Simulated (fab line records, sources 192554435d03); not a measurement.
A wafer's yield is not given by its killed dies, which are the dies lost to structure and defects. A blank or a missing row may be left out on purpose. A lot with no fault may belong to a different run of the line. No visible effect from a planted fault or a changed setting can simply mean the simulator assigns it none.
Chamber matching || flow n5Finfet || N5_BEOL_M11_ETCH_65 on rieDiel-02: 4 sister chambers
The step etches SiARC in CF4, target depth 39 nm, time 65 s. 4 wafers are shown with their chamber, then 10 later ones without.

== WAFERS, EACH WITH ITS CHAMBER ==
{"wafer": "L084.5", "chamber": 0, "showerheadPlenumPTorr (Torr)": 2.10}
{"wafer": "L087.4", "chamber": 3, "showerheadPlenumPTorr (Torr)": 2.25}
{"wafer": "L090.1", "chamber": 2, "showerheadPlenumPTorr (Torr)": 2.17}
{"wafer": "L090.2", "chamber": 1, "showerheadPlenumPTorr (Torr)": 2.15}

== WAFERS WITH NO CHAMBER GIVEN ==
{"wafer": "L090.6", "showerheadPlenumPTorr (Torr)": 2.17}
{"wafer": "L092.1", "showerheadPlenumPTorr (Torr)": 2.25}
{"wafer": "L092.2", "showerheadPlenumPTorr (Torr)": 2.15}
{"wafer": "L092.4", "showerheadPlenumPTorr (Torr)": 2.17}
{"wafer": "L096.1", "showerheadPlenumPTorr (Torr)": 2.14}
{"wafer": "L096.4", "showerheadPlenumPTorr (Torr)": 2.10}
{"wafer": "L096.5", "showerheadPlenumPTorr (Torr)": 2.17}
{"wafer": "L094.1", "showerheadPlenumPTorr (Torr)": 2.14}
{"wafer": "L094.3", "showerheadPlenumPTorr (Torr)": 2.10}
{"wafer": "L094.6", "showerheadPlenumPTorr (Torr)": 2.14}

== THE CHAMBER EACH PASSED THROUGH ==
{"wafer": "L090.6", "from the rows above": 2, "in truth": 2}
{"wafer": "L092.1", "from the rows above": 3, "in truth": 3}
{"wafer": "L092.2", "from the rows above": 1, "in truth": 1}
{"wafer": "L092.4", "from the rows above": 2, "in truth": 2}
{"wafer": "L096.1", "from the rows above": 1, "in truth": 1}
{"wafer": "L096.4", "from the rows above": 0, "in truth": 0}
{"wafer": "L096.5", "from the rows above": 2, "in truth": 2}
{"wafer": "L094.1", "from the rows above": 1, "in truth": 1}
{"wafer": "L094.3", "from the rows above": 0, "in truth": 0}
{"wafer": "L094.6", "from the rows above": 1, "in truth": 1}
Correct placement for 10 of the 10. Can't be placed from these rows: 0. 0 placed wrongly.
How it was worked out, from the rows above alone: a wafer's distance from a chamber is the root of the sum, over the readings, of the square of ((its reading less the chamber's mean) divided by the reading's scatter). The wafer belongs to the nearest chamber; if the next one is less than 2 further off, it can't be placed. The mean given for a chamber averages the wafers shown for that chamber. The scatter: root of mean squared gap, hidden wafer to nearest shown wafer, with one shown wafer a chamber.
